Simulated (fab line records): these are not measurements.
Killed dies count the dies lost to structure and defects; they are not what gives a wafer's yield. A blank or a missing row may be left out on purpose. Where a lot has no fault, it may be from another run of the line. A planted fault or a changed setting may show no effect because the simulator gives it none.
2 desks, one fault | flow n5Finfet | each desk holds nothing but its own numbers, with what lay behind them at the end

METROLOGY DESK
Lot by lot, what the gauges showed, no matter which tool ran the lot: averages of those sampled wafers that carry a number. If a lot's mean is further than 4 standard deviations from the usual mean, the lot is out of limits and carries the mark OUT (the distance appears in the brackets). Shown are 7 of the 11 readings it has, namely the first that went out of limits plus those furthest out on some lot.
Columns: A = MD_CAP_THK at N5_MOL_CONTACT_COAG_THK_MEAS_29, usual 17.93 nm; B = DIBL_N at N5_BEOL_M4_RC_MEAS_101, usual 36.3 mV/V; C = DIBL_P at N5_BEOL_M4_RC_MEAS_101, usual 36.3 mV/V; D = IOFF_P at N5_BEOL_M4_RC_MEAS_101, usual 0.21 nA/um; E = ION_N at N5_BEOL_M4_RC_MEAS_101, usual 672 uA/um; F = ION_P at N5_BEOL_M4_RC_MEAS_101, usual 459 uA/um; G = SS_N at N5_BEOL_M4_RC_MEAS_101, usual 71.6 mV/dec
lot  | first seen here | A                | B    | C    | D    | E   | F   | G
L201 | day 5 20:31     | 18.01            | 33.8 | 32.7 | 0.15 | 654 | 448 | 70.9
L204 | day 6 11:08     | 17.97            | 35.9 | 36.8 | 0.21 | 676 | 462 | 71.3
L210 | day 8 03:29     | 17.97            | 38.5 | 37.3 | 0.21 | 668 | 455 | 72.0
L212 | day 8 23:01     | 17.95            | 38.7 | 37.6 | 0.23 | 672 | 463 | 71.7
L215 | day 9 12:19     | 18.38 (+4.8) OUT | 39.3 | 39.4 | 0.24 | 680 | 465 | 72.6
L217 | day 9 19:52     | 18.97 (+11) OUT  | 38.0 | 38.5 | 0.22 | 680 | 458 | 71.7
L218 | day 10 02:39    | 18.22            | 35.0 | 34.7 | 0.18 | 683 | 458 | 71.4
L221 | day 10 20:02    | 17.98            | 36.7 | 37.0 | 0.22 | 681 | 460 | 71.9
This desk finds L215, L217 out of limits, with the earliest case on L215 at day 9 12:19 (MD_CAP_THK at N5_MOL_CONTACT_COAG_THK_MEAS_29). In limits: L201, L204, L210, L212, L218, L221.

FOR THE TOOL OWNER'S DESK: cmp-02
The tool's own readings at N5_MOL_CONTACT_COAG_CMP_23 (polishes, stops on SiO2, t overpolish 1.5 s, target thk 0 nm): means of the sampled wafers that have a number, for each lot that ran on this tool. If a lot's mean is further than 4 standard deviations from the usual mean, the lot is out of limits and carries the mark OUT (the distance appears in the brackets).
Columns: A = motorCurrentA at N5_MOL_CONTACT_COAG_CMP_23, usual 7.7 A; B = overpolishRunS at N5_MOL_CONTACT_COAG_CMP_23, usual 1.500 s; C = timeToEndpointS at N5_MOL_CONTACT_COAG_CMP_23, usual 10.5 s
lot  | first seen here | A   | B               | C
L201 | day 5 17:49     | 8.3 | 1.504           | 13.3
L212 | day 8 20:26     | 6.7 | 1.503           | 11.1
L215 | day 9 09:40     | 7.1 | 1.507           | 18.0
L217 | day 9 16:33     | 7.3 | 1.512           | 24.3 (+5.3) OUT
L218 | day 9 23:50     | 7.1 | 1.324 (-20) OUT | 17.4
This desk's finding: out of limits on L217, L218; first on L217, day 9 16:33 (timeToEndpointS at N5_MOL_CONTACT_COAG_CMP_23). In limits: L201, L212, L215.

PUT TOGETHER
The metrology desk could have raised an alarm at day 9 12:19, on L215, L217.
An alarm could have come from the tool owner's desk at day 9 16:33, on L217, L218.
The metrology desk has L218 on record, within its limits.
On record at the tool owner's desk: L215, within its limits.
N5_MOL_CONTACT_COAG_CMP_23 was run on cmp-02 by each of the lots named.

WHAT THE SIMULATOR HAD INSERTED
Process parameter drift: cmp-02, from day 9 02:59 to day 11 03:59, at N5_MOL_CONTACT_COAG_CMP_23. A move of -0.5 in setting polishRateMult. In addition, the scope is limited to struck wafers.
Lots struck among those shown: L215, L217, L218.
Hours from the fault's start to each desk's first reading out of limits: the metrology desk, 9; the tool owner's desk, 14.
